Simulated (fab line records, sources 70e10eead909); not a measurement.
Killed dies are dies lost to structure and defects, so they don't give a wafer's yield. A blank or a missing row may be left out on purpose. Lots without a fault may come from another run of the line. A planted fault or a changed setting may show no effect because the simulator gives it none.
A struck lot beside a sound one | flow nand_harc | 16 steps out of a route of 1302
Sound: wafers L431.2, L431.5, L431.6. Struck: wafers L438.1, L438.2, L438.5. The cause comes at the end.
At each step with rows: each side's tool, then ch and its chambers, then its first start. Under that, the readings that differ: sound wafers | struck wafers | difference of the means | sigmas: that difference in standard deviations of wafers without a fault.
alike: readings whose means differ by less than 2 such deviations, and words and numbers that are the same on both sides. not compared: withheld readings, readings that some wafer has no value for, bounds like >300 that may hide the same value, and numbers for which the record gives no deviation and whose values overlap.
The two part at a step that has a row with sigmas, a row that says differs or no value, or rows on one side only. Numbers that don't overlap but have no deviation are shown without sigmas and don't part them. A reading that every wafer of one side lacks parts them only if that side has two wafers or more.

NHARC_A_ONON_D2_THK_MEAS_05: measures by ellipsometry.
  sound on film_metro-01, day 14 16:55; struck on film_metro-01, day 17 08:37
  alike: thk_nm
then, 1 step without rows for these wafers: NHARC_A_ONON_D2_DEP_06 (target thk 1000 nm).
NHARC_A_ONON_D2_THK_MEAS_08: measures by ellipsometry.
  sound on film_metro-01, day 14 17:29; struck on film_metro-02, day 17 09:11
  alike: thk_nm
then, 1 step without rows for these wafers: NHARC_A_ONON_D2_DEP_09 (target thk 1000 nm).
NHARC_A_ONON_D2_THK_MEAS_11: measures by ellipsometry.
  sound on film_metro-01, day 14 18:04; struck on film_metro-01, day 17 09:45
  alike: thk_nm
then, 1 step without rows for these wafers: NHARC_A_ONON_D2_DEP_12 (target thk 1000 nm).
NHARC_A_ONON_D2_THK_MEAS_14: measures by ellipsometry.
  sound on film_metro-02, day 14 18:38; struck on film_metro-01, day 17 10:19
  alike: thk_nm
then, 2 steps without rows for these wafers: NHARC_A_ONON_D2_ANNEAL_15 (time 3600 s); NHARC_A_ONON_D2_DEP_16 (target thk 1000 nm).
NHARC_A_ONON_D2_THK_MEAS_18: measures by ellipsometry.
  sound on film_metro-02, day 15 03:59; struck on film_metro-02, day 17 17:41
  alike: thk_nm
then, 1 step without rows for these wafers: NHARC_A_ONON_D2_DEP_19 (target thk 1000 nm).
NHARC_A_ONON_D2_THK_MEAS_21: measures by ellipsometry.
  sound on film_metro-02, day 15 04:34; struck on film_metro-01, day 17 18:16
  alike: thk_nm
NHARC_A_ONON_D2_DEP_22: target thk 1000 nm.
  sound on pecvd_onon-01 ch 0, day 15 04:40; struck on pecvd_onon-01 ch 0, day 17 18:19
NHARC_A_ONON_D2_THK_MEAS_24: measures by ellipsometry.
  sound on film_metro-02, day 15 05:08; struck on film_metro-02, day 17 18:50
  reading     | sound       | struck      | difference | sigmas
  thk_nm (nm) | 984 985 982 | 629 630 629 | -354       | -32
then, 1 step without rows for these wafers: NHARC_A_ONON_D2_DEP_25 (target thk 1000 nm).
-- the record jumps here: 12 days lie between the struck wafers' starts before and after (it left off in module A_ONON_D2 and takes up again in module END, whose first step shown is number 1302 of the route) --
NHARC_END_SORT_01:
  sound on prober-01 ch 0, day 26 17:49; struck on prober-01 ch 0, day 29 17:27
  reading         | sound    | struck      | difference | sigmas
  killed_at_array | 67 77 62 | 676 675 674 | +606       | +32
  killed_dies     | 69 86 66 | 677 677 677 | +603       | +32
  alike: killed_at_other, killed_at_periphery, killed_open, killed_short

WHERE THEY PART
First at NHARC_A_ONON_D2_THK_MEAS_24; last, within this record, at NHARC_END_SORT_01.

WHY: what the simulator had put in
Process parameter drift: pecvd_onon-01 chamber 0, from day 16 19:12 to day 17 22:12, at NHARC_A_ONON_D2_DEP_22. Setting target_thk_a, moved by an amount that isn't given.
